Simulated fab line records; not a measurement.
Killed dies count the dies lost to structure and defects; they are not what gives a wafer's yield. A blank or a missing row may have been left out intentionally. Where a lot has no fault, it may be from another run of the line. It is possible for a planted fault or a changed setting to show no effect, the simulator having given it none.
Chamber matching | flow n5Finfet | N5_STI_FIN_REVEAL_ALD_14 on aldSin-03 has 4 sister chambers
The step deposits Si3N4, target thk 3 nm. 16 wafers are shown with their chamber, then 8 later ones without.

## WAFERS PAIRED WITH THEIR CHAMBERS
wafer  | chamber | heaterPowerW (W)
L075.1 | 1       | 859
L075.5 | 1       | 864
L075.6 | 0       | 889
L080.3 | 2       | 934
L080.4 | 0       | 881
L080.6 | 1       | 893
L081.2 | 0       | 860
L081.5 | 0       | 878
L081.6 | 1       | 876
L082.2 | 0       | 875
L082.4 | 3       | 874
L082.5 | 2       | 919
L084.1 | 3       | 887
L084.3 | 1       | 856
L084.4 | 0       | 870
L086.2 | 2       | 917

SIGNATURES (averages over the wafers above)
reading      | chamber 0 | chamber 1 | chamber 2 | chamber 3 | scatter within a chamber
heaterPowerW | 875.50    | 869.60    | 923.33    | 880.50    | 11.8
Rule: for a wafer and a chamber, the distance is found by dividing, reading by reading, the gap between the wafer's reading and the chamber's mean by the reading's scatter, squaring, summing and taking the root. The wafer belongs to the nearest chamber; if the next one is less than 2 further off, it can't be placed. The scatter: take each reading less its chamber's mean, square it, sum over the shown wafers, divide by the number of wafers less the number of chambers, and take the root.

## WAFERS WITHOUT THEIR CHAMBER
wafer  | heaterPowerW (W)
L086.4 | 876
L086.6 | 892
L094.2 | 885
L094.3 | 925
L094.5 | 875
L095.1 | 876
L095.4 | 918
L095.5 | 871

## EACH ONE'S CHAMBER
wafer  | from the rows above               | in truth
L086.4 | can't be placed: 0 or 3 or 1      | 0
L086.6 | can't be placed: 3 or 0 or 1 or 2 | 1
L094.2 | can't be placed: 3 or 0 or 1      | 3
L094.3 | 2                                 | 2
L094.5 | can't be placed: 0 or 1 or 3      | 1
L095.1 | can't be placed: 0 or 3 or 1      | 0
L095.4 | 2                                 | 2
L095.5 | can't be placed: 1 or 0 or 3      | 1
Placed correctly: 2 of 8. From these rows, 6 cannot be placed; in 6 the true chamber is one of the candidates. Placed wrongly: 0.
